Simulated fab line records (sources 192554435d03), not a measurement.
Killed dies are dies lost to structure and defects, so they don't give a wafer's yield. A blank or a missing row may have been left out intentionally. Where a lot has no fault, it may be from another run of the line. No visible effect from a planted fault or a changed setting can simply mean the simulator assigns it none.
fab line records -- flow n5_finfet
record lots=5, wafers=13, last_day=15
route steps=1938 shown BEOL_M2@919 BEOL_M3@931 BEOL_M4@1111 PASSIVATION@1936
lots untouched by any fault: they come from a run of this same line in which no faults occurred
start_h: hours from the record's first day to the start of the lot's first wafer shown -- wait_h: hours from the lot's prior step to this one -- " unchanged from the row above -- L1.1+2: several wafers, shown together as one row -- - either no value or no given start -- * or withheld: withheld -- < > ~ a bound
route shown NAME@n: a module of which the file shows steps, and the number in the route of the first -- usual: mean and standard deviation over wafers with no fault -- same: alike in all rows -- chamber/n: place in a boat -- sites: per-site readings -- _std_site: the standard deviation of these -- _edge_site: mean of outer sites minus mean of inner sites -- radius_mm: how far each site lies from the wafer's centre -- mask NAME#n: copy n -- behind: the tool/chamber that last shaped the wafer -- hold: why the lot was held/for how many hours/how that ended -- device: transistor that didn't switch, given as n, p or np -- end of line: at the end of the route, the tests of the same wafers -- a step with no rows: only its recipe -- killed: dies that structure and defects cost at the first sort, which is not the same as the wafer's yield -- map: a wafer's dies, x killed, . not, _ none there
set.NAME: the setting the step ran with; set.NAME@STEP: the setting that earlier step ran with -- model.NAME: the simulator's own value behind a step, which no gauge read
lots at some steps of the route; a table a step, a row a wafer
services: when a tool's chamber went out of use (start_h, in hours from the record's first day, below 0 if earlier), for how many hours, and the reason
## steps
# step N5_BEOL_M2_ANNEAL_95
# recipe temp_c=400, time_s=240, ambient=vacuum
# step N5_BEOL_M2_SPUTTER_96
# recipe material=Cu, target_thk_a=45, temp_c=-20, chamber_pressure_pa=0.07, power_w=withheld, time_s=8.29
# step N5_BEOL_M2_ECD_50
# recipe material=Cu, target_thk_a=3000
# step N5_BEOL_M2_ANNEAL_51
# recipe temp_c=225, time_s=90, ambient=N2
# step N5_BEOL_M2_CMP_52
# recipe stop_on=SiOC, t_overpolish_s=6.8, down_force_psi=1, platen_rpm=50, clearing_platen_down_force_psi=1.5, clearing_platen_rpm=50, post_cmp_clean=cu_alkaline, target_thk_nm=40, clearing_platen_pad_velocity_m_s=0.99484, pad_velocity_m_s=0.99484
# step N5_BEOL_M2_PRE_CLEAN_60
# recipe gas=NH3/H2, time_s=15, temp_c=*, rf_power_w=300
# step N5_BEOL_M2_CO_CAP_55
# recipe material=Co, target_thk_a=20, temp_c=200, precursor=CCTBA/H2, pressure_torr=30, time_s=102.1
# step N5_BEOL_M2_PRE_CLEAN_56
# recipe gas=NH3, time_s=15, temp_c=withheld, rf_power_w=300
# step N5_BEOL_M2_DEP_57
# recipe material=SiCN, target_thk_a=80, temp_c=withheld, precursor=3MS/NH3, pressure_torr=3, rf_w=202, time_s=14
# step N5_BEOL_M3_ILD_DEP_00
# recipe material=SiOC, target_thk_a=790, temp_c=350, precursor=DEMS/O2, pressure_torr=5, rf_w=500, time_s=15.3
# usual heater_power_w=530/86, rf_fwd_power_W=494.2/1.7, showerhead_plenum_p_Torr=5.692/0.014, throttle_valve_pct=12.1/0.57
lot.wafer,tool,chamber,start_h,wait_h,heater_power_w,rf_fwd_power_W,showerhead_plenum_p_Torr,since_wet_clean_h,throttle_valve_pct,model.SiOC_of_BEOL_M3_ILD_DEP_00.thk_nm
L175.1,pecvd-01,1,151.81,0.0,657,493.9,5.698,1762,12.5,77.8
L175.2,pecvd-01,2,151.81,0.0,434,495.3,5.678,283,11.5,77.8
L175.6,pecvd-01,1,151.81,0.0,534,495.7,5.689,-,12.9,78.8
L176.1,pecvd-01,1,155.40,0.0,668,495.5,5.697,1766,12.9,77.8
L176.3,pecvd-01,0,155.40,0.0,538,492.3,5.691,1041,12.8,111.8
L176.5,pecvd-01,1,155.40,0.0,666,495.8,5.690,-,12.6,79
L180.2,pecvd-01,1,175.40,0.0,636,493.4,5.690,1786,12.8,112.4
L180.4,pecvd-01,1,175.40,0.0,634,492.9,5.701,-,12.5,79
L181.2,pecvd-01,1,180.55,0.0,592,495.7,5.682,1791,12.6,112.2
L181.3,pecvd-01,0,180.55,0.0,624,493.3,5.687,1066,12.8,112.2
L188.1,pecvd-01,1,234.64,0.0,604,493.1,5.691,1845,12.6,78.8
L188.4,pecvd-01,1,234.64,0.0,619,495.4,5.691,-,12.6,79.4
L188.6,pecvd-01,0,234.64,0.0,640,493.9,5.688,-,12.8,80.4
# step N5_BEOL_M3_THK_MEAS_01
# recipe reads=SiOC_of_BEOL_M3_ILD_DEP_00
# usual M3_ILD_THK=78.9/0.94
lot.wafer,tool,chamber,start_h,wait_h,M3_ILD_THK[nm]
L175.1,film_metro-02,-,151.89,0.1,77.7
L175.2,film_metro-02,-,151.89,0.1,77.7
L175.6,film_metro-02,-,151.89,0.1,78.9
L176.1,film_metro-01,-,155.47,0.0,77.8
L176.3,film_metro-01,-,155.47,0.0,111.8
L176.5,film_metro-01,-,155.47,0.0,78.9
L180.2,film_metro-02,-,175.47,0.1,112.5
L180.4,film_metro-02,-,175.47,0.1,79.0
L181.2,film_metro-01,-,180.62,0.1,112.2
L181.3,film_metro-01,-,180.62,0.1,112.2
L188.1,film_metro-02,-,234.71,0.0,78.9
L188.4,film_metro-02,-,234.71,0.0,79.4
L188.6,film_metro-02,-,234.71,0.0,80.4
# step N5_BEOL_M3_PECVD_72
# recipe material=SiO2, target_thk_a=160, temp_c=400, precursor=TEOS/O2, pressure_torr=5.5, rf_w=450, teos_flow_sccm=53.8, gas=O2, flow_sccm=3000, time_s=18
# step N5_BEOL_M3_HM_DEP_02
# recipe material=TiN, target_thk_a=200, temp_c=25, chamber_pressure_pa=0.49996
# step N5_BEOL_M3_COAT_61
# recipe resist=SOC, temp_c=250, time_s=60, spin_rpm=1500, resist_thk_nm=60
# step N5_BEOL_M3_COAT_62
# recipe resist=SiARC, temp_c=220, time_s=60, spin_rpm=1500, resist_thk_nm=12
# step N5_BEOL_M3_COAT_73
# recipe resist=underlayer, temp_c=205, time_s=60, spin_rpm=1500, resist_thk_nm=5
# step N5_BEOL_M3_COAT_05
# recipe resist=CAR-EUV, spin_rpm=1500, resist_thk_nm=30
# step N5_BEOL_M3_EBR_07
# recipe solvent=PGMEA, ebr_width_mm=1.5
# step N5_BEOL_M3_SOFTBAKE_06
# recipe temp_c=110, time_s=60, resist=CAR-EUV
# step N5_BEOL_M3_EXPOSE_08
# recipe mask_id=M3, na=0.33, source_shape=dipole, sigma_inner=0.369, sigma_outer=0.767, polarization=unpolarized, dose_mj=33
# step N5_BEOL_M3_PEB_09
# recipe peb_temp_c=100, peb_time_s=60, resist=CAR-EUV
# step N5_BEOL_M3_DEVELOP_10
# recipe develop_time_s=30, developer=TMAH, resist=CAR-EUV, rinse_liquid=surfactant_rinse, dry=air_spin, dev_temp_c=23
# step N5_BEOL_M3_DESCUM_16
# recipe chemistry=O2, time_s=7, source_power_w=50, bias_power_w=20, pressure_mtorr=20, rf_frequency_hz=2.712e+07, temp_c=40, resist=CAR-EUV, o2_flow_sccm=225
# step N5_BEOL_M3_ETCH_74
# recipe chemistry=N2/H2, target=underlayer, target_depth_a=65, mask_material=CAR-EUV, time_s=5.2, ion_energy_ev=200, pressure_mtorr=30, source_w=840, bias_w=150, n2_flow_sccm=200, h2_flow_sccm=200, ends=cleared
# step N5_BEOL_M3_ETCH_63
# recipe chemistry=CF4, target=SiARC, target_depth_a=156, mask_material=CAR-EUV, time_s=26, ion_energy_ev=80, pressure_mtorr=40, source_w=545, bias_w=36, Ar_flow_sccm=100, cf4_flow_sccm=100, ends=cleared
# step N5_BEOL_M3_ETCH_64
# recipe chemistry=N2/H2, target=SOC, target_depth_a=750, overetch_a=150, mask_material=SiARC, temp_c=40, time_s=112.5, ion_energy_ev=200, pressure_mtorr=30, source_w=840, bias_w=150, n2_flow_sccm=200, h2_flow_sccm=200
# step N5_BEOL_M3_STRIP_65
# recipe chemistry=N2/H2, temp_c=40, n2_flow_sccm=200, h2_flow_sccm=200, rf_frequency_hz=6e+07
# step N5_BEOL_M3_STRIP_75
# recipe chemistry=N2/H2, temp_c=40, n2_flow_sccm=200, h2_flow_sccm=200, rf_frequency_hz=6e+07
# step N5_BEOL_M3_STRIP_66
# recipe chemistry=CF4, resist=SiARC, power_w=300, bias_power_w=75, pressure_mtorr=50, cf4_flow_sccm=150, rf_frequency_hz=6e+07
# step N5_BEOL_M3_HM_OPEN_17
# recipe chemistry=Cl2/BCl3, target_depth_a=200, overetch_a=60, target=TiN, mask_material=SOC, ion_energy_ev=150, pressure_mtorr=10, icp_w=1000, bias_w=126, Cl2_flow_sccm=53.25, bcl3_flow_sccm=21.75, Ar_flow_sccm=25
# step N5_BEOL_M3_STRIP_19
# recipe chemistry=O2, power_w=400, temp_c=40, pressure_mtorr=30, rf_frequency_hz=6e+07, bias_power_w=0, overash_fraction=0.2, o2_flow_sccm=225
# step N5_BEOL_M3_COAT_67
# recipe resist=SOC, temp_c=250, time_s=60, spin_rpm=1500, resist_thk_nm=60
# step N5_BEOL_M3_COAT_68
# recipe resist=SiARC, temp_c=220, time_s=60, spin_rpm=1500, resist_thk_nm=12
# step N5_BEOL_M3_COAT_76
# recipe resist=underlayer, temp_c=205, time_s=60, spin_rpm=1500, resist_thk_nm=5
# step N5_BEOL_M3_COAT_22
# recipe resist=CAR-EUV, spin_rpm=1500, resist_thk_nm=30
# step N5_BEOL_M3_CMP_52
# recipe stop_on=SiOC, t_overpolish_s=6.8, down_force_psi=1, platen_rpm=50, clearing_platen_down_force_psi=1.5, clearing_platen_rpm=50, post_cmp_clean=cu_alkaline, target_thk_nm=40, clearing_platen_pad_velocity_m_s=0.99484, pad_velocity_m_s=0.99484
# usual edge_zone_pressure_frac=0.999/0.0052, motor_current_A=6.1/0.65
lot.wafer,tool,chamber,start_h,wait_h,edge_zone_pressure_frac,motor_current_A,model.SiOC_of_BEOL_M3_ILD_DEP_00.thk_nm,model.Cu_of_BEOL_M3_ECD_50.thk_nm
L175.2,cmp-04,2,162.75,0.2,1.000,6.7,74.8,38.8
L175.1,cmp-04,1,162.75,0.2,0.994,7.9,74.8,39.4
L175.6,cmp-04,2,162.75,0.2,1.006,6.9,75.8,40
L176.1,cmp-04,2,165.93,0.3,0.999,6.6,74.8,38.8
L176.3,cmp-04,0,165.93,0.3,1.009,6.2,108.8,73.4
L176.5,cmp-04,1,165.93,0.3,1.001,7.4,76,39.6
L180.4,cmp-04,2,191.42,0.3,1.000,7.2,76,41.6
L180.2,cmp-04,0,191.42,0.3,1.007,6.4,109.4,73.8
L181.3,cmp-04,1,193.12,0.2,1.005,7.5,109.2,73
L181.2,cmp-04,0,193.12,0.2,0.993,6.4,109.2,74.8
L188.1,cmp-04,1,242.58,0.4,1.007,7.2,75.8,40.6
L188.4,cmp-04,2,242.58,0.4,1.008,7.3,76.4,41
L188.6,cmp-04,0,242.58,0.4,0.998,6.3,77.4,40
# step N5_BEOL_M4_RC_MEAS_101
# usual DIBL_N=36.3/1, DIBL_P=36.2/1.4, IOFF_N=0.157/0.021, IOFF_P=0.206/0.025, ION_N=673/9, ION_P=461/6.4, SS_N=71.5/0.5, SS_P=73.2/0.47, VT_N=249.9/2.4, VT_P=-250.6/2.9
lot.wafer,tool,chamber,start_h,wait_h,DIBL_N[mV/V],DIBL_P[mV/V],IOFF_N[nA/um],IOFF_P[nA/um],ION_N[uA/um],ION_P[uA/um],SS_N[mV/dec],SS_P[mV/dec],VT_N[mV],VT_P[mV]
L175.1,prober-01,0,173.24,0.0,37.1,36.7,0.159,0.207,667,459,71.2,73.3,249.3,-251.0
L175.2,prober-01,0,173.24,0.0,36.7,35.9,0.154,0.192,669,457,71.2,73.5,252.6,-253.4
L175.6,prober-01,0,173.24,0.0,35.7,35.5,0.141,0.186,680,465,70.9,73.5,251.5,-252.5
L176.1,prober-02,0,178.01,0.0,35.8,36.6,0.150,0.210,671,465,71.7,73.4,249.6,-250.8
L176.5,prober-02,0,178.01,0.0,36.8,38.1,0.172,0.221,687,469,71.5,73.7,249.8,-249.4
L180.4,prober-01,0,202.01,0.5,37.3,36.1,0.155,0.206,684,468,71.7,73.3,248.2,-249.6
L188.1,prober-01,0,251.80,0.0,36.8,35.5,0.187,0.244,677,463,71.0,73.3,247.5,-244.9
L188.4,prober-01,0,251.80,0.0,36.8,36.0,0.185,0.234,688,465,71.7,73.6,246.7,-245.9
L188.6,prober-01,0,251.80,0.0,38.6,38.3,0.231,0.281,700,475,72.1,73.8,243.9,-246.2
# step N5_PASSIVATION_PROBE_49
# usual defect_limited_yield=91.1/1.3, killed_at_M0_to_M3=36/10, killed_at_M4_up=14/4.4, killed_at_contacts=14/5.7, killed_at_front_end=39/9.4, killed_at_other=2.9/2.6, killed_dies=105/15, killed_on_rim=14/3.5, killed_open=70/12, killed_short=34/7.1, sort_bin_5_function=5.3/0.77, sort_bin_6_memory=3.3/0.66, sort_n_pass=1075/15, sort_yield_pct=91.1/1.3
# same gross_dies=1180, killed_at_back_side=0, sort_bin_4_leakage[%]=0, sort_bin_8_speed[%]=0
lot.wafer,tool,chamber,start_h,wait_h,defect_limited_yield[%],killed_at_M0_to_M3,killed_at_M4_up,killed_at_contacts,killed_at_front_end,killed_at_other,killed_dies,killed_on_rim,killed_open,killed_short,sort_bin_5_function[%],sort_bin_6_memory[%],sort_n_pass,sort_yield_pct[%]
L175.1,prober-01,-,280.70,0.0,92.5,27,8,10,43,1,89,10,55,34,4.8,2.6,1091,92.5
L175.2,prober-01,-,280.75,0.1,91.3,34,12,13,43,1,103,17,71,32,5.6,3.0,1077,91.3
L175.6,prober-01,-,280.95,0.3,92.8,25,13,11,36,0,85,11,54,27,4.2,2.5,1095,92.8
L176.1,prober-01,-,282.02,0.0,90.1,45,20,9,40,3,117,18,76,35,5.8,3.5,1063,90.1
L176.3,prober-01,-,282.12,0.1,0,1109,10,9,47,5,1180,152,80,36,95.7,4.0,0,0
L176.5,prober-01,-,282.22,0.2,89.8,37,22,19,40,2,120,9,87,32,5.9,3.7,1060,89.8
L180.2,prober-02,-,303.62,0.1,0,1101,21,18,34,6,1180,152,86,37,95.4,4.4,0,0
L180.4,prober-02,-,303.72,0.2,91.4,29,13,24,31,4,101,12,67,32,5.0,3.3,1079,91.4
L181.2,prober-01,-,308.58,0.1,0,1123,9,13,34,1,1180,152,59,36,96.7,3.1,0,0
L181.3,prober-01,-,308.63,0.1,0,1124,19,12,22,3,1180,152,54,34,97.2,2.4,0,0
L188.1,prober-01,-,360.02,0.0,89.1,34,23,22,45,5,129,19,99,28,5.7,4.7,1051,89.1
L188.4,prober-01,-,360.17,0.2,90.2,44,14,11,42,5,116,15,75,41,5.9,3.5,1064,90.2
L188.6,prober-01,-,360.27,0.3,90.3,37,12,10,55,0,114,13,81,31,5.2,4.3,1066,90.3
# killed by level:class
L175.1 FIN_SAQP:geometric_particle:short=10 DUMMY_GATE:geometric_particle:open=9 BEOL_M0_SAQP:geometric_particle:open=8 BEOL_M3:geometric_particle:open=8 MOL_CONTACT_COAG:geometric_particle:open=7 GATE_CUT:geometric_particle:short=6 FIN_SAQP:geometric_particle:open=5 BEOL_M0_SAQP:geometric_particle:short=4
L175.2 BEOL_M3:geometric_particle:open=14 MOL_CONTACT_COAG:geometric_particle:open=11 BEOL_M2:geometric_particle:open=8 STI_FIN_REVEAL:geometric_particle:open=6 ILD0:geometric_particle:open=6 FIN_SAQP:geometric_particle:short=5 DUMMY_GATE:geometric_particle:open=5 ILD0:geometric_particle:short=4
L175.6 STI_FIN_REVEAL:geometric_particle:open=13 MOL_CONTACT_COAG:geometric_particle:open=9 BEOL_M2:geometric_particle:open=6 GATE_CUT:geometric_particle:short=5 BEOL_M3:geometric_particle:open=5 BEOL_M2:geometric_particle:short=4 DUMMY_GATE:geometric_particle:short=3 ILD0:geometric_particle:short=3
L176.1 BEOL_M0_SAQP:geometric_particle:open=14 FIN_SAQP:geometric_particle:open=11 FIN_SAQP:geometric_particle:short=8 BEOL_M0_SAQP:geometric_particle:short=8 MOL_CONTACT_COAG:geometric_particle:open=8 BEOL_M3:geometric_particle:open=8 BEOL_M4:geometric_particle:open=7 BEOL_M4:geometric_particle:short=6
L176.3 BEOL_M3:area_dep=1064 BEOL_M3:geometric_particle:open=16 FIN_SAQP:geometric_particle:open=11 STI_FIN_REVEAL:geometric_particle:open=10 BEOL_M0_SAQP:geometric_particle:open=8 MOL_CONTACT_COAG:geometric_particle:open=8 BEOL_M1:geometric_particle:open=7 FIN_SAQP:geometric_particle:short=5
L176.5 MOL_CONTACT_COAG:geometric_particle:open=13 STI_FIN_REVEAL:geometric_particle:open=12 BEOL_M4:geometric_particle:open=11 BEOL_M2:geometric_particle:open=9 BEOL_M0_SAQP:geometric_particle:open=7 MOL_CONTACT_COAG:geometric_particle:short=6 BEOL_M1:geometric_particle:open=6 FIN_CUT:geometric_particle:open=5
L180.2 BEOL_M3:area_dep=1056 MOL_CONTACT_COAG:geometric_particle:open=15 BEOL_M0_SAQP:geometric_particle:open=15 BEOL_M0_SAQP:geometric_particle:short=14 BEOL_M4:geometric_particle:open=13 STI_FIN_REVEAL:geometric_particle:open=11 FIN_SAQP:geometric_particle:short=6 FIN_SAQP:geometric_particle:open=4
L180.4 MOL_CONTACT_COAG:geometric_particle:open=22 FIN_SAQP:geometric_particle:short=10 BEOL_M0_SAQP:geometric_particle:open=8 BEOL_M3:geometric_particle:open=8 FIN_SAQP:geometric_particle:open=6 STI_FIN_REVEAL:geometric_particle:open=5 BEOL_M0_SAQP:geometric_particle:short=4 BEOL_M1:geometric_particle:open=4
L181.2 BEOL_M3:area_dep=1080 BEOL_M1:geometric_particle:open=15 FIN_SAQP:geometric_particle:short=11 BEOL_M0_SAQP:geometric_particle:open=11 MOL_CONTACT_COAG:geometric_particle:open=10 BEOL_M0_SAQP:geometric_particle:short=9 STARTING-WAFER:geometric_particle:open=6 FIN_SAQP:geometric_particle:open=3
L181.3 BEOL_M3:area_dep=1090 MOL_CONTACT_COAG:geometric_particle:open=9 BEOL_M5:geometric_particle:open=9 BEOL_M3:geometric_particle:open=8 FIN_SAQP:geometric_particle:short=7 BEOL_M1:geometric_particle:open=6 BEOL_M0_SAQP:geometric_particle:short=5 BEOL_M1:geometric_particle:short=5
L188.1 STI_FIN_REVEAL:geometric_particle:open=19 MOL_CONTACT_COAG:geometric_particle:open=19 BEOL_M0_SAQP:geometric_particle:open=17 BEOL_M4:geometric_particle:open=12 FIN_SAQP:geometric_particle:open=9 BEOL_M1:geometric_particle:open=6 STI_FIN_REVEAL:geometric_particle:short=5 BEOL_M0_SAQP:geometric_particle:short=5
L188.4 BEOL_M0_SAQP:geometric_particle:open=18 BEOL_M0_SAQP:geometric_particle:short=15 STI_FIN_REVEAL:geometric_particle:open=9 MOL_CONTACT_COAG:geometric_particle:open=7 FIN_SAQP:geometric_particle:open=6 BEOL_M1:geometric_particle:open=6 FIN_SAQP:geometric_particle:short=5 DUMMY_GATE:geometric_particle:open=5
L188.6 STI_FIN_REVEAL:geometric_particle:open=22 BEOL_M0_SAQP:geometric_particle:open=18 BEOL_M0_SAQP:geometric_particle:short=10 FIN_SAQP:geometric_particle:open=8 MOL_CONTACT_COAG:geometric_particle:open=8 GATE_CUT:geometric_particle:short=6 BEOL_M8:geometric_particle:open=6 STI_FIN_REVEAL:geometric_particle:short=4
# map L176.3 (x killed, . not)
_________________xxxxxxxxxxxx________________
______________xxxxxxxxxxxxxxxxxx_____________
___________xxxxxxxxxxxxxxxxxxxxxxxx__________
__________xxxxxxxxxxxxxxxxxxxxxxxxxx_________
________xxxxxxxxxxxxxxxxxxxxxxxxxxxxxx_______
_______xxxxxxxxxxxxxxxxxxxxxxxxxxxxxxxx______
______xxxxxxxxxxxxxxxxxxxxxxxxxxxxxxxxxx_____
_____xxxxxxxxxxxxxxxxxxxxxxxxxxxxxxxxxxxx____
____xxxxxxxxxxxxxxxxxxxxxxxxxxxxxxxxxxxxxx___
___xxxxxxxxxxxxxxxxxxxxxxxxxxxxxxxxxxxxxxxx__
___xxxxxxxxxxxxxxxxxxxxxxxxxxxxxxxxxxxxxxxx__
__xxxxxxxxxxxxxxxxxxxxxxxxxxxxxxxxxxxxxxxxxx_
__xxxxxxxxxxxxxxxxxxxxxxxxxxxxxxxxxxxxxxxxxx_
_xxxxxxxxxxxxxxxxxxxxxxxxxxxxxxxxxxxxxxxxxxxx
_xxxxxxxxxxxxxxxxxxxxxxxxxxxxxxxxxxxxxxxxxxxx
_xxxxxxxxxxxxxxxxxxxxxxxxxxxxxxxxxxxxxxxxxxxx
_xxxxxxxxxxxxxxxxxxxxxxxxxxxxxxxxxxxxxxxxxxxx
_xxxxxxxxxxxxxxxxxxxxxxxxxxxxxxxxxxxxxxxxxxxx
_xxxxxxxxxxxxxxxxxxxxxxxxxxxxxxxxxxxxxxxxxxxx
_xxxxxxxxxxxxxxxxxxxxxxxxxxxxxxxxxxxxxxxxxxxx
_xxxxxxxxxxxxxxxxxxxxxxxxxxxxxxxxxxxxxxxxxxxx
__xxxxxxxxxxxxxxxxxxxxxxxxxxxxxxxxxxxxxxxxxx_
__xxxxxxxxxxxxxxxxxxxxxxxxxxxxxxxxxxxxxxxxxx_
___xxxxxxxxxxxxxxxxxxxxxxxxxxxxxxxxxxxxxxxx__
___xxxxxxxxxxxxxxxxxxxxxxxxxxxxxxxxxxxxxxxx__
____xxxxxxxxxxxxxxxxxxxxxxxxxxxxxxxxxxxxxx___
_____xxxxxxxxxxxxxxxxxxxxxxxxxxxxxxxxxxxx____
______xxxxxxxxxxxxxxxxxxxxxxxxxxxxxxxxxx_____
_______xxxxxxxxxxxxxxxxxxxxxxxxxxxxxxxx______
________xxxxxxxxxxxxxxxxxxxxxxxxxxxxxx_______
__________xxxxxxxxxxxxxxxxxxxxxxxxxx_________
___________xxxxxxxxxxxxxxxxxxxxxxxx__________
______________xxxxxxxxxxxxxxxxxx_____________
_________________xxxxxxxxxxxx________________
# map L180.2 (x killed, . not)
_________________xxxxxxxxxxxx________________
______________xxxxxxxxxxxxxxxxxx_____________
___________xxxxxxxxxxxxxxxxxxxxxxxx__________
__________xxxxxxxxxxxxxxxxxxxxxxxxxx_________
________xxxxxxxxxxxxxxxxxxxxxxxxxxxxxx_______
_______xxxxxxxxxxxxxxxxxxxxxxxxxxxxxxxx______
______xxxxxxxxxxxxxxxxxxxxxxxxxxxxxxxxxx_____
_____xxxxxxxxxxxxxxxxxxxxxxxxxxxxxxxxxxxx____
____xxxxxxxxxxxxxxxxxxxxxxxxxxxxxxxxxxxxxx___
___xxxxxxxxxxxxxxxxxxxxxxxxxxxxxxxxxxxxxxxx__
___xxxxxxxxxxxxxxxxxxxxxxxxxxxxxxxxxxxxxxxx__
__xxxxxxxxxxxxxxxxxxxxxxxxxxxxxxxxxxxxxxxxxx_
__xxxxxxxxxxxxxxxxxxxxxxxxxxxxxxxxxxxxxxxxxx_
_xxxxxxxxxxxxxxxxxxxxxxxxxxxxxxxxxxxxxxxxxxxx
_xxxxxxxxxxxxxxxxxxxxxxxxxxxxxxxxxxxxxxxxxxxx
_xxxxxxxxxxxxxxxxxxxxxxxxxxxxxxxxxxxxxxxxxxxx
_xxxxxxxxxxxxxxxxxxxxxxxxxxxxxxxxxxxxxxxxxxxx
_xxxxxxxxxxxxxxxxxxxxxxxxxxxxxxxxxxxxxxxxxxxx
_xxxxxxxxxxxxxxxxxxxxxxxxxxxxxxxxxxxxxxxxxxxx
_xxxxxxxxxxxxxxxxxxxxxxxxxxxxxxxxxxxxxxxxxxxx
_xxxxxxxxxxxxxxxxxxxxxxxxxxxxxxxxxxxxxxxxxxxx
__xxxxxxxxxxxxxxxxxxxxxxxxxxxxxxxxxxxxxxxxxx_
__xxxxxxxxxxxxxxxxxxxxxxxxxxxxxxxxxxxxxxxxxx_
___xxxxxxxxxxxxxxxxxxxxxxxxxxxxxxxxxxxxxxxx__
___xxxxxxxxxxxxxxxxxxxxxxxxxxxxxxxxxxxxxxxx__
____xxxxxxxxxxxxxxxxxxxxxxxxxxxxxxxxxxxxxx___
_____xxxxxxxxxxxxxxxxxxxxxxxxxxxxxxxxxxxx____
______xxxxxxxxxxxxxxxxxxxxxxxxxxxxxxxxxx_____
_______xxxxxxxxxxxxxxxxxxxxxxxxxxxxxxxx______
________xxxxxxxxxxxxxxxxxxxxxxxxxxxxxx_______
__________xxxxxxxxxxxxxxxxxxxxxxxxxx_________
___________xxxxxxxxxxxxxxxxxxxxxxxx__________
______________xxxxxxxxxxxxxxxxxx_____________
_________________xxxxxxxxxxxx________________
## services
tool,chamber,start_h,hours,kind
cmp-04,-,133.41,5.1,pm
pecvd-01,0,150.83,2.1,scheduled_down
cmp-04,-,186.11,2.3,repair
## key
first_sign step=N5_BEOL_M3_THK_MEAS_01, reading=M3_ILD_THK, direction=up, sigmas=36, usual=78.9, struck=112.2
effect step=N5_PASSIVATION_PROBE_49, reading=sort_bin_5_function, direction=up, sigmas=99+, usual=5.3, struck=96.2
model_effect step=N5_BEOL_M3_ILD_DEP_00, value=SiOC_of_BEOL_M3_ILD_DEP_00.thk_nm, without=78.15, struck=112.2
model_effect step=N5_BEOL_M3_CMP_52, value=SiOC_of_BEOL_M3_ILD_DEP_00.thk_nm, without=75.15, struck=109.2
more_kills_born_at N5_BEOL_M3_ILD_DEP_00@pecvd-01=4290
met_at N5_BEOL_M3_ILD_DEP_00
struck_wafers L176.3,L180.2,L181.2,L181.3
later_rows_left_out L176.3,L180.2,L181.2,L181.3
onset_between 151.81 155.40
fault kind=process_parameter_drift, tool=pecvd-01, chamber=-, onset_h=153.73, steps=N5_BEOL_M3_ILD_DEP_00, channel=target_thk_a, offset=*, shape=step, end_h=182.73, scope=struck_wafers_only, acts_in=*, stated=*
# later_rows_left_out: the simulator's readings of these wafers behind a module that went badly wrong aren't trusted and aren't shown, but for the sort
